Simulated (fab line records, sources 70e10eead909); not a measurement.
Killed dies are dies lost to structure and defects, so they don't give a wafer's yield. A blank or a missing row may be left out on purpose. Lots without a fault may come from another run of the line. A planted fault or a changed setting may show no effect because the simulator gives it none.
Chamber matching | flow nand_harc | NHARC_A_STAIRCASE_DESCUM_252 on rie_diel-01: 4 sister chambers
The step chemistry O2, time 3 s. 4 wafers are shown with their chamber, then 7 later ones without.

WAFERS WITH THEIR CHAMBER
wafer  | chamber | drypump_motor_current_A (A)
L088.4 | 3       | 5.8
L090.3 | 2       | 6.1
L092.1 | 0       | 5.6
L092.4 | 1       | 5.4

WAFERS WITHOUT THEIR CHAMBER
wafer  | drypump_motor_current_A (A)
L092.6 | 5.4
L093.1 | 6.0
L093.2 | 5.6
L093.6 | 5.4
L097.1 | 5.6
L097.3 | 5.4
L097.6 | 6.1

WHICH CHAMBER EACH WENT THROUGH
wafer  | from the rows above | in truth
L092.6 | 1                   | 1
L093.1 | 2                   | 2
L093.2 | 0                   | 0
L093.6 | 1                   | 1
L097.1 | 0                   | 0
L097.3 | 1                   | 1
L097.6 | 2                   | 2
Placed correctly: 7 of 7. Can't be placed from these rows: 0. Placed wrongly: 0.
How it was worked out, from the rows above alone: a wafer's distance from a chamber is the root of the sum, over the readings, of the square of ((its reading less the chamber's mean) divided by the reading's scatter). The wafer belongs to the nearest chamber; if the next one is less than 2 further off, it can't be placed. A chamber's mean is the mean of its shown wafers. The scatter: with one shown wafer a chamber, the root of the mean of the squares of how far each hidden wafer lies from its nearest shown one.
